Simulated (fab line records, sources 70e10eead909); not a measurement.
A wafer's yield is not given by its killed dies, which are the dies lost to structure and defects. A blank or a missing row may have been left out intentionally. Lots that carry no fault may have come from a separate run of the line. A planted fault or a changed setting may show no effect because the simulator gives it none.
Matching of chambers | flow nandHarc | 4 sister chambers for NHARC_A_BONDPAD_DESCUM_11 on rieDiel-07
The step chemistry O2, time 3 s. 22 wafers are shown with their chamber, then 11 later ones without.

## WAFERS, EACH WITH ITS CHAMBER
wafer  | chamber | drypumpMotorCurrentA (A) | rfVppV (V) | throttleValvePct (%)
L314.1 | 2       | 6.3                      | 59.0       | 11.308
L314.3 | 3       | 5.2                      | 58.0       | 11.328
L314.5 | 3       | 5.3                      | 59.6       | 11.312
L317.1 | 0       | 5.4                      | 56.7       | 11.310
L317.2 | 1       | 5.7                      | 56.3       | 11.317
L317.3 | 2       | 6.3                      | 59.2       | 11.309
L316.2 | 2       | 6.3                      | 58.3       | 11.315
L316.4 | 1       | 5.7                      | 58.0       | 11.308
L316.6 | 1       | 5.7                      | 56.5       | 11.322
L318.1 | 3       | 5.3                      | 56.7       | 11.321
L318.2 | 0       | 5.3                      | 58.9       | 11.313
L318.3 | 2       | 6.3                      | 58.1       | 11.312
L325.1 | 1       | 5.7                      | 57.4       | 11.322
L325.2 | 2       | 6.3                      | 57.2       | 11.296
L325.5 | 2       | 6.3                      | 59.0       | 11.307
L328.1 | 0       | 5.3                      | 58.2       | 11.294
L328.2 | 3       | 5.2                      | 58.5       | 11.304
L328.6 | 0       | 5.3                      | 56.9       | 11.306
L329.1 | 2       | 6.3                      | 57.4       | 11.316
L329.3 | 3       | 5.3                      | 57.6       | 11.290
L329.6 | 0       | 5.3                      | 58.5       | 11.308
L330.2 | 3       | 5.2                      | 59.9       | 11.299

SIGNATURES (means of the wafers above)
reading              | chamber 0 | chamber 1 | chamber 2 | chamber 3 | scatter within a chamber
drypumpMotorCurrentA | 5.320     | 5.700     | 6.300     | 5.250     | 0.0357
rfVppV               | 57.840    | 57.050    | 58.314    | 58.383    | 0.972
throttleValvePct     | 11.30620  | 11.31725  | 11.30900  | 11.30900  | 0.00946
Rule: a wafer lies at a distance from a chamber equal to the root of the sum of squares, over the readings, of (its reading less the chamber's mean, divided by the reading's scatter). If the next closest chamber is less than 2 further off than the closest, the wafer can't be placed; otherwise it belongs to the closest. The scatter: the root of (the sum of the squares of (reading less its chamber's mean) over the shown wafers, divided by (wafers less chambers)).

## WAFERS MISSING THEIR CHAMBER
wafer  | drypumpMotorCurrentA (A) | rfVppV (V) | throttleValvePct (%)
L330.3 | 5.4                      | 56.8       | 11.312
L330.4 | 6.3                      | 58.9       | 11.311
L335.1 | 5.2                      | 58.9       | 11.334
L335.2 | 5.7                      | 58.7       | 11.329
L335.5 | 5.2                      | 58.8       | 11.311
L333.1 | 5.7                      | 58.6       | 11.308
L333.3 | 5.4                      | 58.5       | 11.328
L333.6 | 5.8                      | 58.0       | 11.326
L336.2 | 6.3                      | 58.1       | 11.316
L336.3 | 5.7                      | 57.2       | 11.310
L336.4 | 5.2                      | 58.3       | 11.320

## CHAMBER TAKEN BY EACH
wafer  | from the rows above     | in truth
L330.3 | can't be placed: 0 or 3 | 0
L330.4 | 2                       | 2
L335.1 | can't be placed: 3 or 0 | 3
L335.2 | 1                       | 1
L335.5 | 3                       | 3
L333.1 | 1                       | 1
L333.3 | can't be placed: 0 or 3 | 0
L333.6 | 1                       | 1
L336.2 | 2                       | 2
L336.3 | 1                       | 1
L336.4 | can't be placed: 3 or 0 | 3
Correctly placed: 7 of 11. These rows do not allow placing 4 (true chamber among the candidates in 4). Number placed wrongly: 0.
